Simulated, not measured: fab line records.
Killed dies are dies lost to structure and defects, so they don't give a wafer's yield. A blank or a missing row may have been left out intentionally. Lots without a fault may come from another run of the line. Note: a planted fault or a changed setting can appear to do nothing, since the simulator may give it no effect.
Matching of chambers || flow n5-finfet || 4 sister chambers for N5_DUMMY_GATE_ETCH_32 on rie-si-05
The step etches SiO2 in CF4, target depth 3.5 nm, time 3.9 s. 30 wafers are shown with their chamber, then 12 later ones without.

WAFERS, EACH WITH ITS CHAMBER
{"wafer": "L074.1", "chamber": 2, "throttle-valve-pct (%)": 22.06, "drypump-motor-current-A (A)": 6.1, "oes-product-au (a.u.)": 1.010}
{"wafer": "L074.2", "chamber": 3, "throttle-valve-pct (%)": 21.68, "drypump-motor-current-A (A)": 5.2, "oes-product-au (a.u.)": 1.002}
{"wafer": "L074.5", "chamber": 2, "throttle-valve-pct (%)": 22.06, "drypump-motor-current-A (A)": 6.1, "oes-product-au (a.u.)": 1.009}
{"wafer": "L076.3", "chamber": 2, "throttle-valve-pct (%)": 22.07, "drypump-motor-current-A (A)": 6.2, "oes-product-au (a.u.)": 1.000}
{"wafer": "L076.4", "chamber": 0, "throttle-valve-pct (%)": 22.03, "drypump-motor-current-A (A)": 6.2, "oes-product-au (a.u.)": 0.999}
{"wafer": "L076.6", "chamber": 2, "throttle-valve-pct (%)": 22.04, "drypump-motor-current-A (A)": 6.1, "oes-product-au (a.u.)": 1.002}
{"wafer": "L077.4", "chamber": 2, "throttle-valve-pct (%)": 22.05, "drypump-motor-current-A (A)": 6.1, "oes-product-au (a.u.)": 0.997}
{"wafer": "L077.5", "chamber": 1, "throttle-valve-pct (%)": 22.03, "drypump-motor-current-A (A)": 6.1, "oes-product-au (a.u.)": 1.008}
{"wafer": "L077.6", "chamber": 0, "throttle-valve-pct (%)": 22.01, "drypump-motor-current-A (A)": 6.2, "oes-product-au (a.u.)": 1.004}
{"wafer": "L078.4", "chamber": 2, "throttle-valve-pct (%)": 22.04, "drypump-motor-current-A (A)": 6.1, "oes-product-au (a.u.)": 1.011}
{"wafer": "L078.5", "chamber": 3, "throttle-valve-pct (%)": 21.70, "drypump-motor-current-A (A)": 5.3, "oes-product-au (a.u.)": 1.014}
{"wafer": "L078.6", "chamber": 0, "throttle-valve-pct (%)": 22.00, "drypump-motor-current-A (A)": 6.2, "oes-product-au (a.u.)": 0.993}
{"wafer": "L079.2", "chamber": 3, "throttle-valve-pct (%)": 21.70, "drypump-motor-current-A (A)": 5.2, "oes-product-au (a.u.)": 1.018}
{"wafer": "L079.4", "chamber": 0, "throttle-valve-pct (%)": 22.00, "drypump-motor-current-A (A)": 6.2, "oes-product-au (a.u.)": 0.999}
{"wafer": "L079.6", "chamber": 1, "throttle-valve-pct (%)": 22.03, "drypump-motor-current-A (A)": 6.1, "oes-product-au (a.u.)": 1.020}
{"wafer": "L080.1", "chamber": 0, "throttle-valve-pct (%)": 22.00, "drypump-motor-current-A (A)": 6.2, "oes-product-au (a.u.)": 1.000}
{"wafer": "L080.4", "chamber": 1, "throttle-valve-pct (%)": 22.04, "drypump-motor-current-A (A)": 6.1, "oes-product-au (a.u.)": 1.014}
{"wafer": "L080.5", "chamber": 1, "throttle-valve-pct (%)": 22.04, "drypump-motor-current-A (A)": 6.2, "oes-product-au (a.u.)": 1.009}
{"wafer": "L081.3", "chamber": 2, "throttle-valve-pct (%)": 22.04, "drypump-motor-current-A (A)": 6.1, "oes-product-au (a.u.)": 1.007}
{"wafer": "L081.5", "chamber": 1, "throttle-valve-pct (%)": 22.03, "drypump-motor-current-A (A)": 6.2, "oes-product-au (a.u.)": 1.015}
{"wafer": "L081.6", "chamber": 2, "throttle-valve-pct (%)": 22.06, "drypump-motor-current-A (A)": 6.1, "oes-product-au (a.u.)": 1.001}
{"wafer": "L085.1", "chamber": 2, "throttle-valve-pct (%)": 22.05, "drypump-motor-current-A (A)": 6.1, "oes-product-au (a.u.)": 0.987}
{"wafer": "L085.2", "chamber": 0, "throttle-valve-pct (%)": 22.00, "drypump-motor-current-A (A)": 6.2, "oes-product-au (a.u.)": 0.999}
{"wafer": "L085.3", "chamber": 1, "throttle-valve-pct (%)": 22.02, "drypump-motor-current-A (A)": 6.1, "oes-product-au (a.u.)": 1.010}
{"wafer": "L085.4", "chamber": 3, "throttle-valve-pct (%)": 21.68, "drypump-motor-current-A (A)": 5.2, "oes-product-au (a.u.)": 1.007}
{"wafer": "L085.5", "chamber": 2, "throttle-valve-pct (%)": 22.04, "drypump-motor-current-A (A)": 6.1, "oes-product-au (a.u.)": 1.001}
{"wafer": "L085.6", "chamber": 3, "throttle-valve-pct (%)": 21.68, "drypump-motor-current-A (A)": 5.2, "oes-product-au (a.u.)": 1.001}
{"wafer": "L088.2", "chamber": 2, "throttle-valve-pct (%)": 22.06, "drypump-motor-current-A (A)": 6.1, "oes-product-au (a.u.)": 1.009}
{"wafer": "L088.4", "chamber": 3, "throttle-valve-pct (%)": 21.71, "drypump-motor-current-A (A)": 5.3, "oes-product-au (a.u.)": 1.015}
{"wafer": "L088.6", "chamber": 1, "throttle-valve-pct (%)": 22.04, "drypump-motor-current-A (A)": 6.2, "oes-product-au (a.u.)": 1.014}

SIGNATURES (averages over the wafers above)
{"reading": "throttle-valve-pct", "chamber 0": 22.0067, "chamber 1": 22.0329, "chamber 2": 22.0518, "chamber 3": 21.6917, "scatter within a chamber": 0.011}
{"reading": "drypump-motor-current-A", "chamber 0": 6.200, "chamber 1": 6.143, "chamber 2": 6.109, "chamber 3": 5.233, "scatter within a chamber": 0.039}
{"reading": "oes-product-au", "chamber 0": 0.99900, "chamber 1": 1.01286, "chamber 2": 1.00309, "chamber 3": 1.00950, "scatter within a chamber": 0.006}
Rule: for each reading, subtract the chamber's mean from the wafer's reading, divide by that reading's scatter and square the result; add these up over the readings and take the root, which gives the wafer's distance from the chamber. If the next closest chamber is less than 2 further off than the closest, the wafer can't be placed; otherwise it belongs to the closest. How the scatter is found: for the shown wafers, subtract from each reading the mean of its chamber, square and add these, divide the total by (wafers less chambers), then take the root.

WAFERS MISSING THEIR CHAMBER
{"wafer": "L089.2", "throttle-valve-pct (%)": 22.03, "drypump-motor-current-A (A)": 6.1, "oes-product-au (a.u.)": 1.022}
{"wafer": "L089.3", "throttle-valve-pct (%)": 21.70, "drypump-motor-current-A (A)": 5.2, "oes-product-au (a.u.)": 1.013}
{"wafer": "L089.6", "throttle-valve-pct (%)": 22.06, "drypump-motor-current-A (A)": 6.1, "oes-product-au (a.u.)": 1.016}
{"wafer": "L092.3", "throttle-valve-pct (%)": 21.67, "drypump-motor-current-A (A)": 5.2, "oes-product-au (a.u.)": 1.011}
{"wafer": "L092.4", "throttle-valve-pct (%)": 22.01, "drypump-motor-current-A (A)": 6.2, "oes-product-au (a.u.)": 1.003}
{"wafer": "L092.6", "throttle-valve-pct (%)": 22.04, "drypump-motor-current-A (A)": 6.2, "oes-product-au (a.u.)": 1.008}
{"wafer": "L095.2", "throttle-valve-pct (%)": 22.02, "drypump-motor-current-A (A)": 6.2, "oes-product-au (a.u.)": 1.002}
{"wafer": "L095.5", "throttle-valve-pct (%)": 22.07, "drypump-motor-current-A (A)": 6.2, "oes-product-au (a.u.)": 1.001}
{"wafer": "L095.6", "throttle-valve-pct (%)": 21.70, "drypump-motor-current-A (A)": 5.2, "oes-product-au (a.u.)": 1.013}
{"wafer": "L096.1", "throttle-valve-pct (%)": 21.70, "drypump-motor-current-A (A)": 5.3, "oes-product-au (a.u.)": 1.006}
{"wafer": "L096.2", "throttle-valve-pct (%)": 22.06, "drypump-motor-current-A (A)": 6.2, "oes-product-au (a.u.)": 1.009}
{"wafer": "L096.3", "throttle-valve-pct (%)": 22.04, "drypump-motor-current-A (A)": 6.1, "oes-product-au (a.u.)": 1.021}

CHAMBER TAKEN BY EACH
{"wafer": "L089.2", "from the rows above": "can't be placed: 1 or 2", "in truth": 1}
{"wafer": "L089.3", "from the rows above": 3, "in truth": 3}
{"wafer": "L089.6", "from the rows above": "can't be placed: 2 or 1", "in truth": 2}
{"wafer": "L092.3", "from the rows above": 3, "in truth": 3}
{"wafer": "L092.4", "from the rows above": 0, "in truth": 0}
{"wafer": "L092.6", "from the rows above": "can't be placed: 1 or 2 or 0", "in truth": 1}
{"wafer": "L095.2", "from the rows above": "can't be placed: 0 or 1", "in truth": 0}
{"wafer": "L095.5", "from the rows above": "can't be placed: 2 or 1", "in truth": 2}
{"wafer": "L095.6", "from the rows above": 3, "in truth": 3}
{"wafer": "L096.1", "from the rows above": 3, "in truth": 3}
{"wafer": "L096.2", "from the rows above": "can't be placed: 2 or 1", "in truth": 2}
{"wafer": "L096.3", "from the rows above": "can't be placed: 1 or 2", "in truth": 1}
5 of 12 placed correctly. Unplaceable from these rows: 7, with the true chamber sitting among the candidates in 7. Number placed wrongly: 0.
